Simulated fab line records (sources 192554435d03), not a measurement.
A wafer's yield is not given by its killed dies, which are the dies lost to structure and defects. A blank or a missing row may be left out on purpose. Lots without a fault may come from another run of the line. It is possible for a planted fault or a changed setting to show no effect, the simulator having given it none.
Matching of chambers + flow n5Finfet + 4 sister chambers for N5_FIN_SAQP_SPACER1_ALD_24 on aldSin-01
The step deposits SiO2, target thk 20.3 nm, pulse time 1 s, purge time 2 s. 4 wafers are shown with their chamber, then 7 later ones without.

== EACH WAFER AND ITS CHAMBER ==
| wafer  | chamber | heaterPowerW (W) |
|--------|---------|------------------|
| L084.1 | 3       | 354              |
| L084.3 | 1       | 480              |
| L085.1 | 2       | 473              |
| L085.2 | 0       | 392              |

== WAFERS WITHOUT THEIR CHAMBER ==
| wafer  | heaterPowerW (W) |
|--------|------------------|
| L085.6 | 470              |
| L093.1 | 346              |
| L093.4 | 475              |
| L093.5 | 396              |
| L094.2 | 399              |
| L094.5 | 409              |
| L094.6 | 359              |

== WHICH CHAMBER EACH WENT THROUGH ==
| wafer  | from the rows above     | in truth |
|--------|-------------------------|----------|
| L085.6 | can't be placed: 2 or 1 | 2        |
| L093.1 | 3                       | 3        |
| L093.4 | can't be placed: 2 or 1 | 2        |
| L093.5 | 0                       | 0        |
| L094.2 | 0                       | 0        |
| L094.5 | 0                       | 0        |
| L094.6 | 3                       | 3        |
Correct placement for 5 of the 7. These rows do not allow placing 2 (true chamber among the candidates in 2). Placed wrongly: 0.
How it was worked out, from the rows above alone: a wafer's distance from a chamber is the root of the sum, over the readings, of the square of ((its reading less the chamber's mean) divided by the reading's scatter). If the next closest chamber is less than 2 further off than the closest, the wafer can't be placed; otherwise it belongs to the closest. Each chamber's mean is taken over the wafers shown for it. The scatter (one wafer shown for each chamber): square how far every hidden wafer sits from the nearest shown wafer, average those squares and take the square root.
